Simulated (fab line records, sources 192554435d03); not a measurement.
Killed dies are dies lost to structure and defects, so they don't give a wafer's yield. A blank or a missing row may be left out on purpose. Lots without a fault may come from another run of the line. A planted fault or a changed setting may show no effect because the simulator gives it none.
Chamber matching | flow n5_finfet | N5_BEOL_M7_ETCH_62 on rie_diel-06: 4 sister chambers
The step etches SOC in N2/H2, target depth 110 nm, overetch 22 nm, time 165 s. 22 wafers are shown with their chamber, then 11 later ones without.

WAFERS WITH THEIR CHAMBER
wafer  | chamber | drypump_motor_current_A (A) | showerhead_plenum_p_Torr (Torr) | throttle_valve_pct (%)
L074.1 | 2       | 6.6                         | 2.50                            | 18.02
L074.4 | 3       | 5.9                         | 2.45                            | 17.93
L074.6 | 3       | 5.8                         | 2.45                            | 17.94
L076.2 | 3       | 5.9                         | 2.45                            | 17.95
L076.3 | 2       | 6.6                         | 2.49                            | 18.03
L076.5 | 2       | 6.6                         | 2.49                            | 18.04
L079.4 | 0       | 6.2                         | 2.51                            | 17.84
L079.5 | 3       | 5.9                         | 2.45                            | 17.97
L079.6 | 1       | 5.3                         | 2.45                            | 17.75
L078.1 | 1       | 5.3                         | 2.45                            | 17.75
L078.4 | 1       | 5.2                         | 2.45                            | 17.75
L078.6 | 3       | 5.9                         | 2.45                            | 17.96
L083.1 | 1       | 5.3                         | 2.45                            | 17.78
L083.4 | 2       | 6.6                         | 2.49                            | 17.63
L083.6 | 3       | 5.8                         | 2.45                            | 17.98
L085.3 | 0       | 6.2                         | 2.51                            | 17.40
L085.4 | 2       | 6.6                         | 2.49                            | 17.63
L085.5 | 2       | 6.6                         | 2.49                            | 17.63
L086.1 | 0       | 6.2                         | 2.51                            | 17.41
L086.4 | 1       | 5.2                         | 2.45                            | 17.80
L086.5 | 2       | 6.6                         | 2.49                            | 17.63
L087.4 | 3       | 5.9                         | 2.44                            | 17.99

SIGNATURES (means of the wafers above)
reading                  | chamber 0 | chamber 1 | chamber 2 | chamber 3 | scatter within a chamber
drypump_motor_current_A  | 6.200     | 5.260     | 6.600     | 5.871     | 0.0382
showerhead_plenum_p_Torr | 2.5100    | 2.4500    | 2.4914    | 2.4486    | 0.00309
throttle_valve_pct       | 17.5500   | 17.7660   | 17.8014   | 17.9600   | 0.15
Rule: a wafer's distance from a chamber is the root of the sum, over the readings, of the square of ((its reading less the chamber's mean) divided by the reading's scatter). The wafer belongs to the nearest chamber; if the next one is less than 2 further off, it can't be placed. The scatter: the root of (the sum of the squares of (reading less its chamber's mean) over the shown wafers, divided by (wafers less chambers)).

WAFERS WITHOUT THEIR CHAMBER
wafer  | drypump_motor_current_A (A) | showerhead_plenum_p_Torr (Torr) | throttle_valve_pct (%)
L087.5 | 5.9                         | 2.44                            | 18.00
L087.6 | 6.6                         | 2.49                            | 17.67
L092.2 | 6.2                         | 2.51                            | 17.43
L092.4 | 6.6                         | 2.49                            | 17.65
L092.5 | 5.8                         | 2.44                            | 18.03
L094.2 | 6.2                         | 2.51                            | 17.43
L094.4 | 5.9                         | 2.44                            | 18.01
L094.5 | 6.6                         | 2.48                            | 17.66
L097.1 | 6.2                         | 2.50                            | 17.44
L097.2 | 6.6                         | 2.48                            | 17.68
L097.5 | 5.2                         | 2.44                            | 17.84

WHICH CHAMBER EACH WENT THROUGH
wafer  | from the rows above | in truth
L087.5 | 3                   | 3
L087.6 | 2                   | 2
L092.2 | 0                   | 0
L092.4 | 2                   | 2
L092.5 | 3                   | 3
L094.2 | 0                   | 0
L094.4 | 3                   | 3
L094.5 | 2                   | 2
L097.1 | 0                   | 0
L097.2 | 2                   | 2
L097.5 | 1                   | 1
Placed correctly: 11 of 11. Can't be placed from these rows: 0. Placed wrongly: 0.
